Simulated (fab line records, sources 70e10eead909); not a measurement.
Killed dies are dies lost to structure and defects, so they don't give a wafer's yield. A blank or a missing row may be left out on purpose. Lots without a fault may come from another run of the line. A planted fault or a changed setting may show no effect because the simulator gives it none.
Chamber matching | flow nand_harc | NHARC_A_STAIRCASE_ALD_415 on ald_hk-01: 4 sister chambers
The step deposits SiO2, target thk 30 nm, pulse time 6 s, ald cycles 300. 4 wafers are shown with their chamber, then 11 later ones without.

WAFERS WITH THEIR CHAMBER
wafer  | chamber | heater_power_w (W)
L083.5 | 2       | 390
L088.1 | 3       | 472
L088.6 | 0       | 350
L087.2 | 1       | 542

WAFERS WITHOUT THEIR CHAMBER
wafer  | heater_power_w (W)
L087.4 | 477
L087.5 | 393
L092.3 | 544
L092.5 | 386
L092.6 | 478
L097.1 | 402
L097.2 | 552
L097.6 | 480
L096.2 | 392
L096.4 | 561
L096.5 | 478

WHICH CHAMBER EACH WENT THROUGH
wafer  | from the rows above | in truth
L087.4 | 3                   | 3
L087.5 | 2                   | 2
L092.3 | 1                   | 1
L092.5 | 2                   | 2
L092.6 | 3                   | 3
L097.1 | 2                   | 2
L097.2 | 1                   | 1
L097.6 | 3                   | 3
L096.2 | 2                   | 2
L096.4 | 1                   | 1
L096.5 | 3                   | 3
Placed correctly: 11 of 11. Can't be placed from these rows: 0. Placed wrongly: 0.
How it was worked out, from the rows above alone: a wafer's distance from a chamber is the root of the sum, over the readings, of the square of ((its reading less the chamber's mean) divided by the reading's scatter). The wafer belongs to the nearest chamber; if the next one is less than 2 further off, it can't be placed. A chamber's mean is the mean of its shown wafers. The scatter: with one shown wafer a chamber, the root of the mean of the squares of how far each hidden wafer lies from its nearest shown one.
